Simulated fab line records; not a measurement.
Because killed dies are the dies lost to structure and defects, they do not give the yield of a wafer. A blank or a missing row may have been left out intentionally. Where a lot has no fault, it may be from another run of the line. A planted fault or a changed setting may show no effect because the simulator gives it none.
Chamber matching -- flow n5-finfet -- 4 sister chambers for N5_BEOL_M9_CMP_52 on cmp-01
The step polishes, stops on SiCOH lowk, t overpolish 7 s, target thk 140 nm. 8 wafers are shown with their chamber, then 7 later ones without.

WAFERS WITH THEIR CHAMBER
wafer,chamber,motor-current-A (A),time-to-endpoint-s (s)
L573.1,2,5.5,63.2
L573.3,3,5.7,65.8
L574.1,3,5.5,68.4
L577.2,1,6.5,71.4
L577.4,0,5.5,64.9
L577.5,0,5.8,67.8
L579.1,1,6.7,66.1
L579.3,2,5.6,61.1

WAFERS WITH NO CHAMBER GIVEN
wafer,motor-current-A (A),time-to-endpoint-s (s)
L579.5,6.6,68.1
L581.2,5.4,61.5
L581.3,7.0,65.9
L581.5,5.8,67.9
L584.2,5.4,63.4
L584.3,5.8,65.3
L584.5,5.7,60.9

THE CHAMBER EACH PASSED THROUGH
wafer,from the rows above,in truth
L579.5,1,1
L581.2,can't be placed: 2 or 0 or 3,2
L581.3,1,1
L581.5,can't be placed: 0 or 3 or 2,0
L584.2,can't be placed: 2 or 3 or 0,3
L584.3,can't be placed: 0 or 3 or 2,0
L584.5,can't be placed: 2 or 0 or 3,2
2 of 7 placed correctly. Can't be placed from these rows: 5 (the true chamber is among the candidates in 5). Placed wrongly: 0.
How it was worked out, from the rows above alone: a wafer's distance from a chamber is the root of the sum, over the readings, of the square of ((its reading less the chamber's mean) divided by the reading's scatter). The wafer belongs to the nearest chamber; if the next one is less than 2 further off, it can't be placed. The mean given for a chamber averages the wafers shown for that chamber. How the scatter is found: for the shown wafers, subtract from each reading the mean of its chamber, square and add these, divide the total by (wafers less chambers), then take the root.
